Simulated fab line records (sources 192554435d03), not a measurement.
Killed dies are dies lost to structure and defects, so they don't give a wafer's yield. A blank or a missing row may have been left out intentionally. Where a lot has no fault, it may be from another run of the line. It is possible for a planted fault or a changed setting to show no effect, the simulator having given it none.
Which tool was responsible? :: flow n5 finfet :: 31 wafers from 11 lots sampled at 2 of the route's 1938 steps

== WHAT THE GAUGES SHOWED, per wafer ==
N5_BEOL_M15_THK_MEAS_01. Usual: M15_ILD_THK typically reads 1621 nm, with standard deviation 21.
lot: L291
measured: day 11 18:02
on: film metro-02
M15_ILD_THK (nm): 1605 1614 1647
flag: 

lot: L293
measured: day 12 06:28
on: film metro-02
M15_ILD_THK (nm): 1607 1624 1646
flag: 

lot: L292
measured: day 12 06:47
on: film metro-01
M15_ILD_THK (nm): 1658 1627 1640
flag: 

lot: L302
measured: day 14 19:36
on: film metro-02
M15_ILD_THK (nm): 1603 1604
flag: 

lot: L300
measured: day 14 19:58
on: film metro-01
M15_ILD_THK (nm): 1553 1609
flag: 

lot: L303
measured: day 15 02:35
on: film metro-01
M15_ILD_THK (nm): 1593 1631 1623
flag: 

lot: L305
measured: day 15 13:43
on: film metro-02
M15_ILD_THK (nm): 1638 1624 1640
flag: 

lot: L304
measured: day 15 21:40
on: film metro-02
M15_ILD_THK (nm): 1610 1588 1634
flag: 

lot: L307
measured: day 16 11:19
on: film metro-01
M15_ILD_THK (nm): 1573 1621 1601
flag: 

lot: L309
measured: day 17 02:43
on: film metro-02
M15_ILD_THK (nm): 1585 1616 1645
flag: 

lot: L311
measured: day 17 12:03
on: film metro-01
M15_ILD_THK (nm): 1633 1636 1641
flag: 

N5_BEOL_M15_INSPECT_12: inspects for defects (macro). Usual: 2.0 for raw defect count, sd 1.5.
lot: L291
measured: day 11 18:24
on: defect inspect-01
raw defect count: 3 0 5
flag: 

lot: L293
measured: day 12 06:57
on: defect inspect-01
raw defect count: 3 2 1
flag: 

lot: L292
measured: day 12 07:09
on: defect inspect-02
raw defect count: 3 2 2
flag: 

lot: L302
measured: day 14 19:58
on: defect inspect-02
raw defect count: 2 0
flag: 

lot: L300
measured: day 14 20:19
on: defect inspect-01
raw defect count: 4 2
flag: 

lot: L303
measured: day 15 02:57
on: defect inspect-01
raw defect count: 2 3 3
flag: 

lot: L305
measured: day 15 14:04
on: defect inspect-02
raw defect count: 4 0 0
flag: 

lot: L304
measured: day 15 22:01
on: defect inspect-02
raw defect count: 2 2 0
flag: 

lot: L307
measured: day 16 11:41
on: defect inspect-02
raw defect count: 1 0 3
flag: 

lot: L309
measured: day 17 03:05
on: defect inspect-02
raw defect count: 4 1 5
flag: 

lot: L311
measured: day 17 12:25
on: defect inspect-01
raw defect count: 1 3 0
flag: 

== EACH LOT AND THE TOOL THAT RAN IT (in order: tool; ch and the chambers of the sampled wafers; start) ==
Before these readings, the record contains no process step.

== WHAT THE TOOLS THEMSELVES READ (means of the sampled wafers that have a number; where no wafer has one, the mark that the record gives instead) ==
The record holds no such reading with a usual standard deviation.

== THE ANSWER, worked out from the rows above alone ==
Rule: a lot is off if the mean of its wafers that have a number lies more than 3 standard deviations from the usual mean. A lot without any number at a reading at which 4 lots or more have one is off too. Any other lot the step has rows for is counted as sound. After the gauges, taken in route order, come the tools' own readings; for these a lot's mean is taken, as printed above. At the first step where some lot is off, the reading lying furthest off is the one used; lots without a number count as furthest.
Across all readings shown, no lot is off: no conclusion can be drawn from this.

== WHAT HAD BEEN PUT IN BY THE SIMULATOR ==
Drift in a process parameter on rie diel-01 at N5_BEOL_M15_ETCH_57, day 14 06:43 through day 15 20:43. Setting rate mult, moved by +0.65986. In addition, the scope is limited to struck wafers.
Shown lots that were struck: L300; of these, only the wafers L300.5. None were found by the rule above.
